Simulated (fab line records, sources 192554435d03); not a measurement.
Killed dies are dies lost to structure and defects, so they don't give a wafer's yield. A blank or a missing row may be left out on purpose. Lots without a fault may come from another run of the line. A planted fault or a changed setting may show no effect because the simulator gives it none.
Chamber matching | flow n5_finfet | N5_BEOL_M1_ETCH_70 on rie_diel-03: 4 sister chambers
The step etches SOC in N2/H2, target depth 80 nm, overetch 16 nm, time 120 s. 4 wafers are shown with their chamber, then 8 later ones without.

WAFERS WITH THEIR CHAMBER
wafer  | chamber | showerhead_plenum_p_Torr (Torr)
L080.5 | 3       | 2.39
L082.4 | 1       | 2.44
L082.6 | 0       | 2.53
L088.3 | 2       | 2.63

WAFERS WITHOUT THEIR CHAMBER
wafer  | showerhead_plenum_p_Torr (Torr)
L088.4 | 2.44
L088.6 | 2.71
L092.1 | 2.52
L092.2 | 2.62
L092.5 | 2.52
L094.2 | 2.52
L094.3 | 2.70
L094.6 | 2.43

WHICH CHAMBER EACH WENT THROUGH
wafer  | from the rows above     | in truth
L088.4 | can't be placed: 1 or 3 | 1
L088.6 | 2                       | 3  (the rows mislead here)
L092.1 | can't be placed: 0 or 1 | 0
L092.2 | 2                       | 2
L092.5 | can't be placed: 0 or 1 | 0
L094.2 | can't be placed: 0 or 1 | 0
L094.3 | 2                       | 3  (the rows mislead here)
L094.6 | can't be placed: 1 or 3 | 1
Placed correctly: 1 of 8. Can't be placed from these rows: 5 (the true chamber is among the candidates in 5). Placed wrongly: 2.
How it was worked out, from the rows above alone: a wafer's distance from a chamber is the root of the sum, over the readings, of the square of ((its reading less the chamber's mean) divided by the reading's scatter). The wafer belongs to the nearest chamber; if the next one is less than 2 further off, it can't be placed. A chamber's mean is the mean of its shown wafers. The scatter: with one shown wafer a chamber, the root of the mean of the squares of how far each hidden wafer lies from its nearest shown one.
